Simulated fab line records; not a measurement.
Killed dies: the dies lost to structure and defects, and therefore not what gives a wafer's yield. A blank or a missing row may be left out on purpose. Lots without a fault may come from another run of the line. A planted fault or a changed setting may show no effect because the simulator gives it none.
Which tool is to blame? :: flow nandHarc :: 6 lots, 18 wafers sampled, at 5 steps of a route of 1159

== WHAT EACH GAUGE READ, for each wafer ==
NHARC_END_SORT_01.
lot: L910
measured: day 20 04:07
on: prober-01
killedAtOther: 1 1 0

lot: L922
measured: day 23 16:34
on: prober-02
killedAtOther: 1 0 0

lot: L926
measured: day 24 05:08
on: prober-01
killedAtOther: 0 0 0

lot: L929
measured: day 24 22:55
on: prober-02
killedAtOther: 1 0 0

== WHICH TOOL RAN EACH LOT (tool, then ch and the chambers of the sampled wafers, then the start) ==
lot: L910
NHARC_A_STAIRCASE_DESCUM_252: rieDiel-02 ch 0,2, day 12 06:18
NHARC_A_STAIRCASE_HM_DEP_456: aclDep-01 ch 0, day 12 08:36
NHARC_A_STAIRCASE_HM_DEP_462: aclDep-03 ch 0, day 12 14:15
NHARC_A_STAIRCASE_HM_OPEN_463: rieDiel-02 ch 0,2,3, day 20 04:07 or earlier

lot: L914
NHARC_A_STAIRCASE_DESCUM_252: rieDiel-01 ch 0,1,2, day 13 08:08
NHARC_A_STAIRCASE_HM_DEP_456: aclDep-03 ch 0, day 13 09:43
NHARC_A_STAIRCASE_HM_DEP_462: aclDep-03, day 13 14:46
NHARC_A_STAIRCASE_HM_OPEN_463: rieDiel-01 ch 0,2, no start

lot: L916
NHARC_A_STAIRCASE_DESCUM_252: rieDiel-02 ch 0,3, day 13 14:25
NHARC_A_STAIRCASE_HM_DEP_456: aclDep-03 ch 0, day 13 19:49
NHARC_A_STAIRCASE_HM_DEP_462: aclDep-01, day 14 01:53
NHARC_A_STAIRCASE_HM_OPEN_463: rieDiel-08 ch 0,2, no start

lot: L922
NHARC_A_STAIRCASE_DESCUM_252: rieDiel-01 ch 1,2,3, day 15 04:10
NHARC_A_STAIRCASE_HM_DEP_456: aclDep-02 ch 0, day 15 05:34
NHARC_A_STAIRCASE_HM_DEP_462: aclDep-01 ch 0, day 15 11:26
NHARC_A_STAIRCASE_HM_OPEN_463: rieDiel-01 ch 0,2,3, day 23 16:34 or earlier

lot: L926
NHARC_A_STAIRCASE_DESCUM_252: rieDiel-02 ch 1,2,3, day 15 19:53
NHARC_A_STAIRCASE_HM_DEP_456: aclDep-03 ch 0, day 15 21:13
NHARC_A_STAIRCASE_HM_DEP_462: aclDep-03 ch 0, day 16 05:44
NHARC_A_STAIRCASE_HM_OPEN_463: rieDiel-08 ch 0,1, day 24 05:08 or earlier

lot: L929
NHARC_A_STAIRCASE_DESCUM_252: rieDiel-02 ch 1,3, day 16 23:20
NHARC_A_STAIRCASE_HM_DEP_456: aclDep-03 ch 0, day 17 00:25
NHARC_A_STAIRCASE_HM_DEP_462: aclDep-03 ch 0, day 17 06:43
NHARC_A_STAIRCASE_HM_OPEN_463: rieDiel-08 ch 1,3, day 24 22:55 or earlier
- NHARC_A_STAIRCASE_DESCUM_252: chemistry O2, time 3 s.
- NHARC_A_STAIRCASE_HM_DEP_456: deposits aC, target thk 1500 nm.
- NHARC_A_STAIRCASE_HM_DEP_462: deposits aC, target thk 800 nm.
- NHARC_A_STAIRCASE_HM_OPEN_463: chemistry O2/COS.

== THE ANSWER, worked out from the rows above alone ==
Rule: the lots themselves supply what counts as usual. The widest of any qualifying gaps counts: lots, ordered by their means at a reading, are off when they make up no more than a third of the lots, leave a main group of 4 or more, and stand apart from it by 3 or more times the standard deviation of that group's means. A main group is skipped when, at the precision printed for the reading in the tables above, its means are all equal. A lot without any number at a reading at which 4 lots or more have one is off too. Where the step has rows for the other lots, those lots are counted as sound.
Across all readings shown, no lot is off: no conclusion can be drawn from this.

== WHAT THE SIMULATOR HAD INSERTED ==
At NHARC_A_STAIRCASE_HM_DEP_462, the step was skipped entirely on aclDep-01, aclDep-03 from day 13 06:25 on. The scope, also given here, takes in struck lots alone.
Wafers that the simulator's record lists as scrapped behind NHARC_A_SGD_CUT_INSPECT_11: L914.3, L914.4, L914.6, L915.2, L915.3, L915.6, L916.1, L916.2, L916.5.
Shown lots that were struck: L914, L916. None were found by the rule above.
